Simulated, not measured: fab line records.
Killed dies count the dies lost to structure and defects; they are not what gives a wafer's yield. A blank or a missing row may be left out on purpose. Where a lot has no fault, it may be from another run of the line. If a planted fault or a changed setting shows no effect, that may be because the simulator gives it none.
Lot-split experiment :: flow n5Finfet :: 21 wafers read across 7 lots, on a route 1938 steps long

== ABOUT THE SPLIT ==
At N5_DUMMY_GATE_COAT_28 (time 60 s, resist thk 10 nm), the setting spinRpm was moved away from the recipe's 1500 rpm on 4 of the 21 wafers read, by -7.2% to +6.0%. All remaining wafers had this setting at the recipe value.

The reading comes from the split's own step.

== THE READING ==
underlayer_of_DUMMY_GATE_COAT_28.thkNm (the simulator's own value, which no gauge read), in nm, at N5_DUMMY_GATE_COAT_28 (time 60 s, resist thk 10 nm). The file gives no usual value for it.

wafer: L078.1
tool, chamber at the split: lithoTrack-01, 0
spinRpm as run, rpm: 1500
against the recipe: recipe
underlayer_of_DUMMY_GATE_COAT_28.thkNm, nm: 10
against lot-mates on the recipe: -

wafer: L078.5
tool, chamber at the split: lithoTrack-01, 0
spinRpm as run, rpm: 1500
against the recipe: recipe
underlayer_of_DUMMY_GATE_COAT_28.thkNm, nm: 10
against lot-mates on the recipe: -

wafer: L078.3
tool, chamber at the split: lithoTrack-01, 0
spinRpm as run, rpm: 1392
against the recipe: -7.2%
underlayer_of_DUMMY_GATE_COAT_28.thkNm, nm: 10.4
against lot-mates on the recipe: +0.4

wafer: L079.2
tool, chamber at the split: lithoTrack-03, 0
spinRpm as run, rpm: 1500
against the recipe: recipe
underlayer_of_DUMMY_GATE_COAT_28.thkNm, nm: 10
against lot-mates on the recipe: -

wafer: L079.6
tool, chamber at the split: lithoTrack-03, 0
spinRpm as run, rpm: 1500
against the recipe: recipe
underlayer_of_DUMMY_GATE_COAT_28.thkNm, nm: 10
against lot-mates on the recipe: -

wafer: L079.5
tool, chamber at the split: lithoTrack-03, 0
spinRpm as run, rpm: 1447
against the recipe: -3.5%
underlayer_of_DUMMY_GATE_COAT_28.thkNm, nm: 10.2
against lot-mates on the recipe: +0.2

wafer: L081.3
tool, chamber at the split: lithoTrack-03, 0
spinRpm as run, rpm: 1500
against the recipe: recipe
underlayer_of_DUMMY_GATE_COAT_28.thkNm, nm: 10
against lot-mates on the recipe: -

wafer: L081.4
tool, chamber at the split: lithoTrack-03, 0
spinRpm as run, rpm: 1500
against the recipe: recipe
underlayer_of_DUMMY_GATE_COAT_28.thkNm, nm: 10
against lot-mates on the recipe: -

wafer: L081.6
tool, chamber at the split: lithoTrack-03, 0
spinRpm as run, rpm: 1500
against the recipe: recipe
underlayer_of_DUMMY_GATE_COAT_28.thkNm, nm: 10
against lot-mates on the recipe: -

wafer: L083.1
tool, chamber at the split: lithoTrack-03, 0
spinRpm as run, rpm: 1500
against the recipe: recipe
underlayer_of_DUMMY_GATE_COAT_28.thkNm, nm: 10
against lot-mates on the recipe: -

wafer: L083.2
tool, chamber at the split: lithoTrack-03, 0
spinRpm as run, rpm: 1500
against the recipe: recipe
underlayer_of_DUMMY_GATE_COAT_28.thkNm, nm: 10
against lot-mates on the recipe: -

wafer: L083.4
tool, chamber at the split: lithoTrack-03, 0
spinRpm as run, rpm: 1500
against the recipe: recipe
underlayer_of_DUMMY_GATE_COAT_28.thkNm, nm: 10
against lot-mates on the recipe: -

wafer: L086.2
tool, chamber at the split: lithoTrack-03, 0
spinRpm as run, rpm: 1500
against the recipe: recipe
underlayer_of_DUMMY_GATE_COAT_28.thkNm, nm: 10
against lot-mates on the recipe: -

wafer: L086.6
tool, chamber at the split: lithoTrack-03, 0
spinRpm as run, rpm: 1500
against the recipe: recipe
underlayer_of_DUMMY_GATE_COAT_28.thkNm, nm: 10
against lot-mates on the recipe: -

wafer: L086.4
tool, chamber at the split: lithoTrack-03, 0
spinRpm as run, rpm: 1590
against the recipe: +6.0%
underlayer_of_DUMMY_GATE_COAT_28.thkNm, nm: 9.6
against lot-mates on the recipe: -0.4

wafer: L089.2
tool, chamber at the split: lithoTrack-03, 0
spinRpm as run, rpm: 1500
against the recipe: recipe
underlayer_of_DUMMY_GATE_COAT_28.thkNm, nm: 10
against lot-mates on the recipe: -

wafer: L089.4
tool, chamber at the split: lithoTrack-03, 0
spinRpm as run, rpm: 1500
against the recipe: recipe
underlayer_of_DUMMY_GATE_COAT_28.thkNm, nm: 10
against lot-mates on the recipe: -

wafer: L089.5
tool, chamber at the split: lithoTrack-03, 0
spinRpm as run, rpm: 1500
against the recipe: recipe
underlayer_of_DUMMY_GATE_COAT_28.thkNm, nm: 10
against lot-mates on the recipe: -

wafer: L091.1
tool, chamber at the split: lithoTrack-01, 0
spinRpm as run, rpm: 1500
against the recipe: recipe
underlayer_of_DUMMY_GATE_COAT_28.thkNm, nm: 10
against lot-mates on the recipe: -

wafer: L091.4
tool, chamber at the split: lithoTrack-01, 0
spinRpm as run, rpm: 1500
against the recipe: recipe
underlayer_of_DUMMY_GATE_COAT_28.thkNm, nm: 10
against lot-mates on the recipe: -

wafer: L091.2
tool, chamber at the split: lithoTrack-01, 0
spinRpm as run, rpm: 1555
against the recipe: +3.7%
underlayer_of_DUMMY_GATE_COAT_28.thkNm, nm: 9.8
against lot-mates on the recipe: -0.2

FIT RESULTS
A straight line over all 21 wafers: underlayer_of_DUMMY_GATE_COAT_28.thkNm changes by -0.0591 nm for each +1% of spinRpm; r = -1.00; the points scatter about the line by 0.012 nm.
The same after taking each lot's own level away (the mean of its wafers on the recipe; 21 wafers): -0.0591 nm for each +1%; r = -1.00; scatter 0.012 nm.
Per that fit: largest spinRpm move, reading shift of 0.43 nm.
The lots' own levels span 10.00 to 10.00 nm.
The two slopes agree, so the slope changes little with the lot-to-lot level.
Check: +0.445 nm against its lot-mates is what the line predicts for one of the wafers moved furthest among these (-7.2%) when that wafer is left out of the fit. It came out at +0.4 nm against them.

== OTHER SPLITS APPLIED TO THESE WAFERS ==
Other splits were also applied to these wafers ahead of the reading. Each is held against what the fit with the lots' levels taken away leaves over:
other split on the same wafers: N5_WELL_APT_COAT_02 spinRpm
wafers away from the commonest value: 3
r with underlayer_of_DUMMY_GATE_COAT_28.thkNm (lot level and that fit taken away): +0.06

other split on the same wafers: N5_FIN_SAQP_PECVD_06 timeS
wafers away from the commonest value: 6
r with underlayer_of_DUMMY_GATE_COAT_28.thkNm (lot level and that fit taken away): -0.29

other split on the same wafers: N5_FIN_SAQP_PEB_14 pebTimeS
wafers away from the commonest value: 4
r with underlayer_of_DUMMY_GATE_COAT_28.thkNm (lot level and that fit taken away): -0.41

other split on the same wafers: N5_FIN_CUT_COAT_19 spinRpm
wafers away from the commonest value: 6
r with underlayer_of_DUMMY_GATE_COAT_28.thkNm (lot level and that fit taken away): +0.34

other split on the same wafers: N5_FIN_CUT_EXPOSE_05 doseMj
wafers away from the commonest value: 7
r with underlayer_of_DUMMY_GATE_COAT_28.thkNm (lot level and that fit taken away): -0.06

== THE FILE'S OWN FIT ==
underlayer_of_DUMMY_GATE_COAT_28.thkNm changes by -0.0591 nm for each +1% of spinRpm, r = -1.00.
